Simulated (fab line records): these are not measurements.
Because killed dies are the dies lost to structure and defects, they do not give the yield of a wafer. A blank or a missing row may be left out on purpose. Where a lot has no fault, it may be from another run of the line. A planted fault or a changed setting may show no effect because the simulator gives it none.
Which tool did it? ; flow nandHarc ; Sampling: 6 lots, 18 wafers, 5 of 1302 route steps

WHAT THE GAUGES READ, wafer by wafer
NHARC_END_SORT_01.
lot;measured;on;killedAtArray
L317;day 30 20:21;prober-01;25 34 27
L319;day 31 07:13;prober-02;99 99

WHAT TOOL EACH LOT RAN ON (gives the tool, then ch and the chambers of the sampled wafers, and finally the start)
lot;NHARC_P_GATE_ALD_36;NHARC_P_GATE_ETCHBACK_37;NHARC_P_GATE_STRIP_112;NHARC_P_GATE_STRIP_95
L304;aldSin-02 ch 0,1,2, day 6 00:49;rieDiel-13 ch 0,1,2, day 6 13:01 or earlier;plasmaAsher-01 ch 0,1, day 6 13:01;plasmaAsher-01 ch 0,1, day 6 15:17
L307;aldSin-02 ch 0,1,2, day 7 09:20;rieDiel-13 ch 0,1,2, day 7 22:28 or earlier;plasmaAsher-02 ch 0,1, day 7 22:28;plasmaAsher-02 ch 0,1, day 8 00:46
L309;aldSin-04 ch 2,3, day 7 20:14;rieDiel-10 ch 0,1, day 8 09:05 or earlier;plasmaAsher-01 ch 0,1, day 8 09:05;plasmaAsher-01 ch 0,1, day 8 11:26
L313;aldSin-02 ch 0,1,3, day 9 15:34;rieDiel-10 ch 0,1,2, day 10 03:05 or earlier;plasmaAsher-01 ch 0,1, day 10 03:05;plasmaAsher-02 ch 0,1, day 10 05:32
L317;aldSin-01 ch 1,2,3, day 12 00:09;rieDiel-10 ch 0,1, day 12 09:59 or earlier;plasmaAsher-01 ch 0,1, day 12 09:59;plasmaAsher-02 ch 0,1, day 12 12:22
L319;aldSin-01 ch 1,3, day 12 07:08;rieDiel-09 ch 1,2, day 12 20:16 or earlier;plasmaAsher-01 ch 0,1, day 12 20:16;plasmaAsher-01 ch 0,1, day 12 22:32
- NHARC_P_GATE_ALD_36: deposits SiNx, target thk 20 nm, pulse time 60 s, ald cycles 223.
- NHARC_P_GATE_ETCHBACK_37: etches the open film in CHF3/O2, target depth 34.5 nm, time 17.2 s.
- NHARC_P_GATE_STRIP_112: strips in N2/H2, time 200 s.
- NHARC_P_GATE_STRIP_95: strips in O2.

THE ANSWER, worked out from the rows above alone
Rule: the lots themselves supply what counts as usual. The widest of any qualifying gaps counts: lots, ordered by their means at a reading, are off when they make up no more than a third of the lots, leave a main group of 4 or more, and stand apart from it by 3 or more times the standard deviation of that group's means. A main group whose means are all the same, to the digits that the tables above print for the reading, isn't used. Also off: a lot with no number at a reading for which 4 or more lots have one. Any other lot the step has rows for is counted as sound.
None of the lots is off at any reading shown; this tells nothing.

WHAT THE SIMULATOR PUT IN
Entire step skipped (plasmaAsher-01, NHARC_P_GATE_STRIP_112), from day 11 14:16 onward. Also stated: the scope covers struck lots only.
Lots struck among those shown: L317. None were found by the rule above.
